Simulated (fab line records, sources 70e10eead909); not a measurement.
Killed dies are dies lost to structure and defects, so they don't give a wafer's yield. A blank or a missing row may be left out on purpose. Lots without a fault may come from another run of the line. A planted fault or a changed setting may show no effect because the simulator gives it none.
fab line records | flow nand_harc
record lots=14 wafers=42 last_day=25
route steps=1159 shown A_CONTACT@867 THIN_TSV@1137 END@1159
lots that met no fault: from a run of the same line without faults
start_h: hours from the record's first day to the start of the lot's first wafer shown | wait_h: hours since the lot's step before | " the same as in the row above | L1.1+2: a row that stands for several wafers | - no value, or no start given | * or withheld: withheld | < > ~ a bound
route shown NAME@n: a module of which the file shows steps, and the number in the route of the first | usual: mean/standard deviation of fault-free wafers | same: alike in all rows | chamber/n: place in a boat | sites: the reading at each site | _std_site: their standard deviation | _edge_site: outer sites' mean less inner sites' | radius_mm: how far each site lies from the wafer's centre | mask NAME#n: copy n | behind: the tool/chamber that last shaped the wafer | hold: why the lot was held/for how many hours/how that ended | device: the transistor (n, p or np) that didn't switch | end of line: the same wafers' tests at the end of the route | a step without rows: its recipe alone | killed: dies lost to structure and defects at the first sort, not the wafer's yield | map: a wafer's dies, x killed, . not, _ none there
set.NAME: the setting as run; set.NAME@STEP: as run at that earlier step | model.NAME: the simulator's own value behind a step, which no gauge read
steps of the route over a sample of lots; a table a step, a row a wafer
services: from which hour (start_h, from the record's first day; less than 0 if before it) a tool's chamber was out of use, for how many hours, and why
## steps
# step NHARC_A_CONTACT_ETCH_116
# recipe source_w=withheld pressure_mtorr=20 bias_v=3000 time_s=94 target_depth_a=9220 ar_flow_sccm=withheld c4f8_flow_sccm=withheld o2_flow_sccm=withheld chemistry=C4F8/O2/Ar
# columns lot.wafer tool chamber start_h wait_h rf_hours_counter_h
L435.1 har_cap_etch-02 1 372.85 0.1 9
L435.4 " 1 " " -
L435.6 " 1 " " -
L434.1 har_cap_etch-03 0 373.29 0.1 78
L434.2 " 1 " " 78
L434.5 " 0 " " -
L436.4 har_cap_etch-02 0 384.27 0.1 -
L436.3 " 1 " " -
L436.5 " 1 " " -
L437.4 har_cap_etch-03 0 385.59 0.1 -
L437.6 " 1 " " -
L437.5 " 0 " " -
L438.1 har_cap_etch-02 0 393.60 0.1 13
L438.3 " 1 " " -
L438.4 " 0 " " -
L439.1 har_cap_etch-03 0 397.95 0.1 83
L439.4 " 1 " " -
L439.5 " 1 " " -
L443.2 har_cap_etch-03 1 424.75 0.1 88
L443.1 " 0 " " 88
L443.4 " 1 " " -
L448.1 har_cap_etch-03 1 441.10 0.1 92
L448.3 " 0 " " -
L448.5 " 0 " " -
L449.1 har_cap_etch-01 0 477.79 0.1 71
L449.2 " 1 " " 71
L449.6 " 1 " " -
L451.4 har_cap_etch-01 1 485.40 0.1 -
L451.5 " 1 " " -
L451.6 " 0 " " -
L453.2 har_cap_etch-01 1 492.55 0.1 74
L453.3 " 1 " " -
L453.6 " 0 " " -
L454.2 har_cap_etch-01 0 495.61 0.1 75
L454.4 " 0 " " -
L454.5 " 1 " " -
L455.3 har_cap_etch-02 0 503.93 0.1 -
L455.6 " 1 " " -
L455.5 " 0 " " -
L457.4 har_cap_etch-02 1 514.17 0.1 -
L457.3 " 0 " " -
L457.6 " 0 " " -
# step NHARC_THIN_TSV_PRE_CLEAN_54
# recipe time_s=30 temp_c=280 gas=H2/He
# usual heater_power_w=397/33
# columns lot.wafer tool chamber start_h wait_h heater_power_w
L435.1 pvd_sputter-01 - 438.58 0.0 396
L435.4 " - " " 401
L435.6 " - " " 424
L434.2 pvd_sputter-01 - 439.59 0.1 397
L434.1 " - " " 432
L434.5 " - " " 402
L436.3 pvd_sputter-01 - 440.75 0.0 427
L436.4 " - " " 419
L436.5 " - " " 438
L437.4 pvd_sputter-03 - 441.99 0.1 349
L437.6 " - " " 409
L437.5 " - " " 401
L438.3 pvd_sputter-01 - 458.77 0.1 425
L438.4 " - " " 394
L438.1 " - " " 416
L439.4 pvd_sputter-01 - 460.25 0.1 416
L439.1 " - " " 396
L439.5 " - " " 433
L443.1 pvd_sputter-02 - 486.01 0.0 399
L443.4 " - " " 429
L443.2 " - " " 350
L448.3 pvd_sputter-03 - 498.35 0.1 436
L448.1 " - " " 346
L448.5 " - " " 372
L449.2 pvd_sputter-03 - 540.92 0.1 343
L449.1 " - " " 416
L449.6 " - " " 412
L451.4 pvd_sputter-03 - 545.61 0.1 447
L451.6 " - " " 435
L451.5 " - " " 344
L453.2 pvd_sputter-02 - 548.80 0.0 344
L453.3 " - " " 431
L453.6 " - " " 344
L454.2 pvd_sputter-01 - 555.02 0.1 432
L454.4 " - " " 412
L454.5 " - " " 414
L455.3 pvd_sputter-01 - 563.87 0.1 422
L455.6 " - " " 402
L455.5 " - " " 416
L457.3 pvd_sputter-03 - 572.88 0.0 374
L457.4 " - " " 440
L457.6 " - " " 371
# step NHARC_THIN_TSV_ETCH_36
# recipe target_depth_a=650 over_etch_frac=0.3 time_s=18.571 ion_energy_ev=150 chemistry=Cl2/BCl3
# usual drypump_motor_current_A=5.9/0.42 oes_product_au=0.993/0.012
# columns lot.wafer tool chamber start_h wait_h drypump_motor_current_A oes_product_au rf_hours_counter_h
L435.1 rie_metal-01 0 440.10 0.2 5.3 1.000 2.6
L435.4 " 1 " " 6.4 0.993 -
L435.6 " 0 " " 5.3 0.987 -
L434.2 rie_metal-02 0 441.23 0.2 5.9 1.009 1.4
L434.1 " 1 " " 6.3 0.986 1.0
L434.5 " 0 " " 5.9 1.016 -
L436.3 rie_metal-03 0 442.27 0.2 5.9 0.998 -
L436.4 " 1 " " 5.5 1.006 -
L436.5 " 0 " " 5.9 0.999 -
L437.4 rie_metal-01 0 443.61 0.1 5.3 0.999 -
L437.6 " 0 " " 5.3 0.996 -
L437.5 " 1 " " 6.4 1.001 -
L438.1 rie_metal-01 1 460.39 0.2 6.4 0.990 3.0
L438.4 " 1 " " 6.4 0.997 -
L438.3 " 0 " " 5.2 0.996 -
L439.1 rie_metal-02 1 461.88 0.2 6.2 0.983 2.2
L439.4 " 0 " " 5.9 1.009 -
L439.5 " 0 " " 5.9 1.008 -
L443.1 rie_metal-01 1 487.49 0.2 6.4 0.972 3.7
L443.2 " 0 " " 5.3 0.979 4.4
L443.4 " 0 " " 5.3 0.997 -
L448.1 rie_metal-02 1 499.93 0.2 6.2 0.998 3.2
L448.3 " 0 " " 5.9 1.000 -
L448.5 " 0 " " 5.9 0.996 -
L449.1 rie_metal-03 0 542.54 0.2 5.9 0.996 2.1
L449.2 " 1 " " 5.5 0.995 2.1
L449.6 " 1 " " 5.5 0.989 -
L451.4 rie_metal-03 1 547.11 0.2 5.5 0.997 -
L451.5 " 1 " " 5.5 0.993 -
L451.6 " 0 " " 5.9 0.992 -
L453.2 rie_metal-01 0 550.42 0.2 5.3 0.978 1.0
L453.3 " 0 " " 5.3 0.999 -
L453.6 " 1 " " 6.4 0.979 -
L454.2 rie_metal-01 1 556.79 0.2 6.4 0.982 1.2
L454.4 " 0 " " 5.3 0.992 -
L454.5 " 1 " " 6.5 0.982 -
L455.3 rie_metal-01 1 565.53 0.2 6.4 0.974 -
L455.5 " 0 " " 5.3 0.979 -
L455.6 " 1 " " 6.4 0.975 -
L457.4 rie_metal-02 0 574.49 0.1 5.9 0.985 -
L457.3 " 1 " " 6.3 0.972 -
L457.6 " 1 " " 6.3 0.971 -
# step NHARC_THIN_TSV_STRIP_56
# recipe power_w=1500 temp_c=250 chemistry=O2
# usual drypump_motor_current_A=5.6/0.43 heater_power_w=335/24 rf_refl_power_W=22/6
# columns lot.wafer tool chamber start_h wait_h drypump_motor_current_A heater_power_w rf_hours_counter_h rf_refl_power_W
L435.1 plasma_asher-01 1 440.19 0.1 5.8 327 52 18
L435.4 " 1 " " 5.8 335 - 18
L435.6 " 1 " " 5.8 319 - 17
L434.2 plasma_asher-01 1 441.33 0.1 5.8 327 52 18
L434.1 " 0 " " 5.5 365 52 21
L434.5 " 0 " " 5.5 364 - 21
L436.4 plasma_asher-01 1 442.45 0.2 5.8 326 - 17
L436.3 " 0 " " 5.5 365 - 21
L436.5 " 1 " " 5.8 327 - 18
L437.4 plasma_asher-02 0 443.85 0.2 6.2 342 - 19
L437.5 " 1 " " 4.9 292 - 33
L437.6 " 0 " " 6.1 339 - 19
L438.1 plasma_asher-02 0 460.48 0.1 6.1 337 35 -
L438.4 " 0 " " 6.1 346 - -
L438.3 " 1 " " 4.9 302 - -
L439.1 plasma_asher-02 0 462.05 0.2 6.1 346 37 19
L439.4 " 1 " " 4.9 290 - 33
L439.5 " 0 " " 6.1 347 - 20
L443.1 plasma_asher-02 0 487.70 0.2 6.1 341 45 -
L443.2 " 1 " " 4.9 293 45 -
L443.4 " 0 " " 6.1 336 - -
L448.1 plasma_asher-02 0 500.08 0.1 6.1 342 49 20
L448.3 " 0 " " 6.1 336 - 20
L448.5 " 1 " " 4.9 287 - 34
L449.1 plasma_asher-01 1 543.04 0.5 5.8 337 27 17
L449.2 " 0 " " 5.5 367 27 20
L449.6 " 0 " " 5.5 359 - 21
L451.4 plasma_asher-02 1 547.54 0.4 4.9 299 - -
L451.6 " 1 " " 4.9 301 - -
L451.5 " 0 " " 6.1 331 - -
L453.2 plasma_asher-02 1 550.56 0.1 4.9 293 2 33
L453.3 " 1 " " 4.9 297 - 32
L453.6 " 1 " " 4.9 299 - 34
L454.2 plasma_asher-01 0 556.94 0.1 5.5 358 34 21
L454.4 " 1 " " 5.8 340 - 18
L454.5 " 0 " " 5.5 365 - 21
L455.3 plasma_asher-02 1 565.70 0.2 4.9 300 - -
L455.6 " 1 " " 4.9 300 - -
L455.5 " 0 " " 6.1 328 - -
L457.4 plasma_asher-02 1 574.67 0.2 4.9 301 - 34
L457.3 " 0 " " 6.1 331 - 19
L457.6 " 1 " " 4.9 296 - 36
# step NHARC_END_SORT_01
# recipe temp_c=25
# usual killed_at_array=28/11 killed_at_other=0.8/1.1 killed_at_periphery=3.3/2.8 killed_dies=32/11 killed_open=3.3/1.9 killed_short=1.9/1.4
# same gross_dies=677
# columns lot.wafer tool chamber start_h wait_h killed_at_array killed_at_other killed_at_periphery killed_dies killed_open killed_short
L451.4 prober-01 0 563.42 3.4 100 3 6 109 2 3
L451.5 prober-01 0 564.22 3.7 109 1 2 112 5 1
L451.6 prober-01 0 565.02 4.0 95 2 3 100 4 4
L453.2 prober-02 0 569.52 2.8 97 0 0 97 2 2
L453.3 prober-02 0 570.32 3.1 84 2 2 88 6 1
L453.6 prober-02 0 572.71 4.0 87 2 2 91 1 1
L454.2 prober-02 0 577.23 2.7 98 0 1 99 2 4
L454.4 prober-02 0 578.83 3.4 102 1 2 105 6 2
L454.5 prober-02 0 579.63 3.7 115 0 2 117 5 1
# killed by level:class
L451.4 A_CONTACT:unspecified=79 A_STAIRCASE:chamber_film_flake=8 A_CHANNEL_HOLE_D1:chamber_film_flake=6 P_M1:chamber_film_flake=6 THIN_TSV:chamber_film_flake=3 A_ONON_D1:geometric_particle:open=1 A_ONON_D1:geometric_particle:short=1 A_CHANNEL_FILL_D1:geometric_particle:short=1
L451.5 A_CONTACT:unspecified=82 A_STAIRCASE:chamber_film_flake=12 A_CHANNEL_HOLE_D1:chamber_film_flake=9 A_M0:geometric_particle:open=2 A_CHANNEL_FILL_D1:geometric_particle:open=1 A_WL_FILL:geometric_particle:short=1 A_WL_FILL:geometric_particle:open=1 A_CONTACT:geometric_particle:open=1
L451.6 A_CONTACT:unspecified=72 A_STAIRCASE:chamber_film_flake=9 A_CHANNEL_HOLE_D1:chamber_film_flake=7 A_WL_FILL:geometric_particle:short=2 P_M0:geometric_particle:open=1 A_ONON_D1:geometric_particle:open=1 A_SLIT:geometric_particle:open=1 A_CONTACT:geometric_particle:open=1
L453.2 A_CONTACT:unspecified=86 A_CHANNEL_HOLE_D1:chamber_film_flake=6 A_CHANNEL_FILL_D1:geometric_particle:open=1 A_WL_FILL:geometric_particle:short=1 A_CONTACT:geometric_particle:open=1 A_BLC:geometric_particle:short=1 A_CONTACT:chamber_film_flake=1
L453.3 A_CONTACT:unspecified=71 A_CHANNEL_HOLE_D1:chamber_film_flake=6 A_CONTACT:geometric_particle:open=3 P_GATE:geometric_particle:open=2 THIN_TSV:chamber_film_flake=2 A_CHANNEL_FILL_D1:geometric_particle:short=1 A_SLIT:geometric_particle:open=1 A_STAIRCASE:chamber_film_flake=1
L453.6 A_CONTACT:unspecified=77 A_CHANNEL_HOLE_D1:chamber_film_flake=6 A_CONTACT:chamber_film_flake=2 THIN_TSV:chamber_film_flake=2 P_CONTACT:geometric_particle:short=1 A_M1:geometric_particle:open=1 P_GATE:chamber_film_flake=1 A_STAIRCASE:chamber_film_flake=1
L454.2 A_CONTACT:unspecified=71 A_SLIT:chamber_film_flake=15 A_CHANNEL_HOLE_D1:chamber_film_flake=5 A_CONTACT:geometric_particle:short=2 P_CONTACT:geometric_particle:short=1 A_ONON_D1:geometric_particle:open=1 A_CHANNEL_FILL_D1:geometric_particle:open=1 A_SGD_CUT:geometric_particle:short=1
L454.4 A_CONTACT:unspecified=72 A_SLIT:chamber_film_flake=15 A_CHANNEL_HOLE_D1:chamber_film_flake=5 A_WL_FILL:chamber_film_flake=3 A_M0:geometric_particle:open=2 P_STI:geometric_particle:open=1 P_M2:geometric_particle:open=1 A_SOURCE_PLATE:geometric_particle:open=1
L454.5 A_CONTACT:unspecified=80 A_SLIT:chamber_film_flake=19 A_CHANNEL_HOLE_D1:chamber_film_flake=7 A_CONTACT:chamber_film_flake=4 P_CONTACT:geometric_particle:short=1 P_CONTACT:geometric_particle:open=1 A_SOURCE_PLATE:geometric_particle:open=1 A_SGD_CUT:geometric_particle:open=1
## services
# columns tool chamber start_h hours kind
plasma_asher-02 - 360.25 9.0 pm
rie_metal-02 - 388.00 9.0 pm
pvd_sputter-02 - 392.00 10.0 pm
pvd_sputter-03 - 392.81 0.6 repair
rie_metal-03 0 399.80 1.7 repair
rie_metal-02 0 401.45 5.2 repair
rie_metal-01 - 402.68 0.4 repair
rie_metal-02 1 415.08 20.2 repair
plasma_asher-01 - 444.49 3.3 repair
rie_metal-03 - 453.00 9.0 pm
plasma_asher-01 - 453.29 9.0 pm
pvd_sputter-03 - 453.96 1.3 repair
pvd_sputter-03 - 458.08 10.0 pm
pvd_sputter-01 - 475.15 3.3 repair
rie_metal-03 - 481.03 0.3 repair
rie_metal-01 1 493.22 6.5 repair
rie_metal-01 - 509.00 9.0 pm
pvd_sputter-01 - 514.83 10.0 pm
rie_metal-03 - 536.29 1.2 repair
plasma_asher-02 - 537.25 9.0 pm
pvd_sputter-01 - 540.76 12.0 repair
har_cap_etch-03 - 545.44 17.0 pm
rie_metal-02 - 565.00 9.0 pm
pvd_sputter-02 - 570.00 10.0 pm
## key
first_sign step=NHARC_END_SORT_01 reading=killed_at_array direction=up sigmas=6.4 usual=28 struck=99
effect step=NHARC_END_SORT_01 reading=killed_dies direction=up sigmas=6.2 usual=32 struck=102
more_kills_born_at NHARC_A_CONTACT_ETCH_116@har_cap_etch-01=685
met_at NHARC_A_CONTACT_ETCH_116
struck_lots L451,L453,L454
tester_left_out L451,L453,L454
not_acting_at NHARC_THIN_TSV_PRE_CLEAN_54,NHARC_THIN_TSV_ETCH_36,NHARC_THIN_TSV_STRIP_56
onset_between 477.79 485.40
fault kind=chamber_particle_source tool=har_cap_etch-01 chamber=- onset_h=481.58 steps=NHARC_A_CONTACT_ETCH_116 rate_per_visit_cm2=0.61797 end_h=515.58
# tester_left_out: of these lots the tester's yield and bins aren't shown, on N5 and GAA mostly nor the transistor test; their killed dies are dies lost to structure and defects alone, not to doping, threshold or leakage, so they don't give the yield
